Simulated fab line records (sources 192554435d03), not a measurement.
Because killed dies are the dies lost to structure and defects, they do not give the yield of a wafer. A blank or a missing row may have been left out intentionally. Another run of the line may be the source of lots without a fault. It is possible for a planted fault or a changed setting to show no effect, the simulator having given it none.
Code-filled problem report in 8D (eight disciplines) form	flow n5 finfet	the parts of the form that need people (team, actions taken, sign-off) are left out

## 1. WHAT IS WRONG
Mean M4_ILD_THK at N5_BEOL_M4_THK_MEAS_01: 87.7 nm over 2 wafers in 2 lots; fault-free wafers: 78.4 nm, standard deviation 1.2. Relative to the usual mean, that is a shift of +7.7 standard deviations.
Earliest sighting: wafer L208.2 on film metro-01 at day 11 13:05. The record holds 30 wafers of 10 lots with a number at this step. By rule, "out" or "out of limits" means more than 4 standard deviations away from the usual mean. Any other wafer with a number is counted as sound.

## 2. WHAT IT IS, WHAT IT ISN'T
question	is	is not
which readings at this step	M4_ILD_THK	-
which lots	L208, L209	L195, L197, L199, L200, L203, L211, L215, L217
which wafers of those lots	L208.2, L209.5	L208.3, L208.4, L209.1, L209.3
read on which gauges	film metro-01	film metro-02
when	from day 11 13:05	up to then (20 sound wafers); but 8 sound wafers of L209, L215, L217 came after

## 3. THE SUSPECTS, EACH WITH WHAT RULES IT OUT
Counting: if a tool at a process step up to the reading ran every lot that is out, it stays a suspect. Sound lots after the first of them don't rule it out here, since some wafers of a struck lot are sound.
- the gauge at N5_BEOL_M4_THK_MEAS_01: kept. All the wafers that are out were read on film metro-01, and no step on other tools shows them out.
- cvd co-01 at N5_BEOL_M3_PRE_CLEAN_60 (time 15 s): kept. Every lot that is out went through it, the first being L208 (day 11 12:43); the last sound lot it ran before that was L200 (day 8 21:03).
- pecvd-03 at N5_BEOL_M4_ILD_DEP_00 (deposits SiOC from DEMS/O2, target thk 79 nm, time 15.3 s): kept. Every lot that is out went through it, the first being L208 (day 11 13:02); the last sound lot it ran before that was L203 (day 10 07:13).
- At N5_BEOL_M4_ILD_DEP_00, inside pecvd-03: chamber 0 took the wafers that are out, while their sound lot-mates went through chambers 1, 2.
The count leaves cvd co-01 at N5_BEOL_M3_PRE_CLEAN_60, pecvd-03 at N5_BEOL_M4_ILD_DEP_00, and film metro-01 at N5_BEOL_M4_THK_MEAS_01.

## 4. THE CAUSE (what the simulator had put in)
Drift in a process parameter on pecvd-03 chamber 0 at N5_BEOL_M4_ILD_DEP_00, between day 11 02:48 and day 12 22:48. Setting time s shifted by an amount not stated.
Counting left 3 suspects, and this tool is among them.

## 5. THE CHAIN OF EFFECTS, in route order
Rows list readings where the struck wafers' mean (over those with a number) sits beyond 3 standard deviations from the usual. Only readings for which the record gives a usual standard deviation are gone through. hours: the time from each lot's start at the first step in this table that gives one to its start at this step, as a median over the lots. sigmas: the change in usual standard deviations.
hours	step	reading	usual	on struck wafers	change	sigmas
0	N5_BEOL_M4_THK_MEAS_01	M4_ILD_THK	78.4 nm	87.7	+9.3	+7.7
Later steps that measure or inspect, where all struck wafers having a row at the step show a number for every such reading and not one has moved that far: N5_BEOL_M4_RC_MEAS_101.

## 6. WHAT WOULD HAVE CAUGHT IT SOONER
Counted from the fault's start at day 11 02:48, it took 10 hours until the first out-of-limits reading at a measuring or inspecting step in this record, taken at day 11 13:05.
Of the tool readings at N5_BEOL_M4_ILD_DEP_00 for which the record gives a usual standard deviation, none was out on any struck wafer, so an alarm limit of 4 standard deviations on them would not have fired.
Among the 2 lots that are out, L209 began N5_BEOL_M4_ILD_DEP_00 on pecvd-03 after day 11 13:05. A hold on the tool at that time would have spared it.
